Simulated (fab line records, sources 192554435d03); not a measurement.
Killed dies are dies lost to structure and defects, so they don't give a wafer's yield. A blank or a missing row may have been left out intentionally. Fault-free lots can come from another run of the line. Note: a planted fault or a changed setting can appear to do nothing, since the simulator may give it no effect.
Matching of chambers ; flow n5-finfet ; N5_BEOL_M5_PECVD_70 on pecvd-02 has 3 sister chambers
The step deposits SiO2 from TEOS/O2, target thk 16 nm, time 18 s. 3 wafers are shown with their chamber, then 7 later ones without.

## WAFERS PAIRED WITH THEIR CHAMBERS
wafer;chamber;throttle-valve-pct (%)
L086.2;1;24.4
L086.3;0;23.5
L083.4;2;21.5

## WAFERS WITH NO CHAMBER GIVEN
wafer;throttle-valve-pct (%)
L083.5;23.6
L095.4;21.9
L095.5;24.1
L095.6;23.5
L096.2;23.4
L096.3;24.2
L096.6;23.5

## WHICH CHAMBER EACH ONE RAN IN
wafer;from the rows above;in truth
L083.5;0;0
L095.4;2;2
L095.5;can't be placed: 1 or 0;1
L095.6;0;0
L096.2;0;0
L096.3;1;1
L096.6;0;0
Placed correctly: 6 of 7. Can't be placed from these rows: 1 (the true chamber is among the candidates in 1). Wrongly placed: 0.
How it was worked out, from the rows above alone: a wafer's distance from a chamber is the root of the sum, over the readings, of the square of ((its reading less the chamber's mean) divided by the reading's scatter). The wafer belongs to the nearest chamber; if the next one is less than 2 further off, it can't be placed. Each chamber's mean is taken over the wafers shown for it. The scatter (one wafer shown for each chamber): square how far every hidden wafer sits from the nearest shown wafer, average those squares and take the square root.
